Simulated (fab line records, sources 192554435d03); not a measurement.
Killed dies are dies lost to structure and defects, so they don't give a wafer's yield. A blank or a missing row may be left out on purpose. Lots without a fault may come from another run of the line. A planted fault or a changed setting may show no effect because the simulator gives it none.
Split-lot experiment | flow n5_finfet | 7 lots, 21 wafers read, on a route of 1938 steps

THE SPLIT
At N5_BEOL_M9_COAT_05 (resist thk 90 nm), the setting spin_rpm was moved away from the recipe's 1500 rpm on 10 of the 21 wafers read, by -5.2% to +7.3%. The other wafers ran this setting at the recipe's value.

FROM THE SPLIT TO THE READING: what the file shows between them, 4 steps
- N5_BEOL_M9_EBR_07
- N5_BEOL_M9_SOFTBAKE_06: time 60 s
- N5_BEOL_M9_EXPOSE_08: exposes mask M9
- N5_BEOL_M9_PEB_09: peb time 60 s

THE READING
CAR-ArF_of_BEOL_M9_COAT_05.thk_nm (the simulator's own value, which no gauge read), in nm, at N5_BEOL_M9_DEVELOP_10 (develop time 30 s). The file gives no usual value for it. The 11 wafers here that ran the recipe average 88.4 nm, standard deviation 0.21 nm.

wafer  | tool, chamber at the split | spin_rpm as run, rpm | against the recipe | CAR-ArF_of_BEOL_M9_COAT_05.thk_nm, nm | against lot-mates on the recipe
L079.3 | litho_track-04, 0          | 1572                 | +4.8%              | 86.6                                  | -1.8
L079.4 | litho_track-04, 0          | 1572                 | +4.8%              | 86.4                                  | -2.0
L079.5 | litho_track-04, 0          | 1500                 | recipe             | 88.4                                  | -
L087.2 | litho_track-05, 0          | 1585                 | +5.7%              | 86                                    | -2.5
L087.4 | litho_track-05, 0          | 1500                 | recipe             | 88.6                                  | -
L087.5 | litho_track-05, 0          | 1500                 | recipe             | 88.4                                  | -
L089.2 | litho_track-04, 0          | 1500                 | recipe             | 88.2                                  | -
L089.5 | litho_track-04, 0          | 1455                 | -3.0%              | 89.8                                  | +1.6
L089.6 | litho_track-04, 0          | 1455                 | -3.0%              | 89.6                                  | +1.4
L091.1 | litho_track-03, 0          | 1500                 | recipe             | 88                                    | -
L091.4 | litho_track-03, 0          | 1422                 | -5.2%              | 90.8                                  | +2.8
L091.6 | litho_track-03, 0          | 1422                 | -5.2%              | 90.2                                  | +2.2
L093.2 | litho_track-03, 0          | 1609                 | +7.3%              | 85.2                                  | -3.3
L093.5 | litho_track-03, 0          | 1500                 | recipe             | 88.4                                  | -
L093.6 | litho_track-03, 0          | 1500                 | recipe             | 88.6                                  | -
L094.3 | litho_track-03, 0          | 1500                 | recipe             | 88.4                                  | -
L094.5 | litho_track-03, 0          | 1500                 | recipe             | 88.4                                  | -
L094.4 | litho_track-03, 0          | 1500                 | recipe             | 88.8                                  | -
L097.1 | litho_track-05, 0          | 1427                 | -4.9%              | 91                                    | +2.4
L097.3 | litho_track-05, 0          | 1427                 | -4.9%              | 90.4                                  | +1.8
L097.5 | litho_track-05, 0          | 1500                 | recipe             | 88.6                                  | -

THE FIT
A straight line over all 21 wafers: CAR-ArF_of_BEOL_M9_COAT_05.thk_nm changes by -0.427 nm for each +1% of spin_rpm; r = -0.99; the points scatter about the line by 0.23 nm.
The same after taking each lot's own level away (the mean of its wafers on the recipe; 21 wafers): -0.446 nm for each +1%; r = -0.99; scatter 0.2 nm.
On that fit, the largest move of spin_rpm shifts the reading by 3.2 nm.
The lots' own levels span 88.00 to 88.60 nm, that is 2.9 times the standard deviation above.
So the lot-to-lot level changes the slope little: the two slopes agree.
Check: with one of the wafers moved furthest among these (+7.3%) left out of the fit, the line predicts -3.15 nm for it against its lot-mates. It came out at -3.3 nm against them.

OTHER SPLITS ON THESE WAFERS
These wafers also went through other splits before the reading. Each is held against what the fit with the lots' levels taken away leaves over:
other split on the same wafers | wafers away from the commonest value | r with CAR-ArF_of_BEOL_M9_COAT_05.thk_nm (lot level and that fit taken away)
N5_BEOL_M8_DESCUM_16 time_s    | 8                                    | -0.03

THE WHOLE CHAIN: every reading that the file lists as answering this split, in the file's order
step                  | what it does      | reading                                                                            | change (the file's fit)               | r (the file's)
N5_BEOL_M9_COAT_05    | resist thk 90 nm  | CAR-ArF_of_BEOL_M9_COAT_05.thk_nm (the simulator's own value, which no gauge read) | -0.444 nm for each +1% of the setting | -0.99
N5_BEOL_M9_DEVELOP_10 | develop time 30 s | CAR-ArF_of_BEOL_M9_COAT_05.thk_nm (the simulator's own value, which no gauge read) | -0.447 nm for each +1% of the setting | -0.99

THE FILE'S OWN FIT
CAR-ArF_of_BEOL_M9_COAT_05.thk_nm changes by -0.447 nm for each +1% of spin_rpm, r = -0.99.
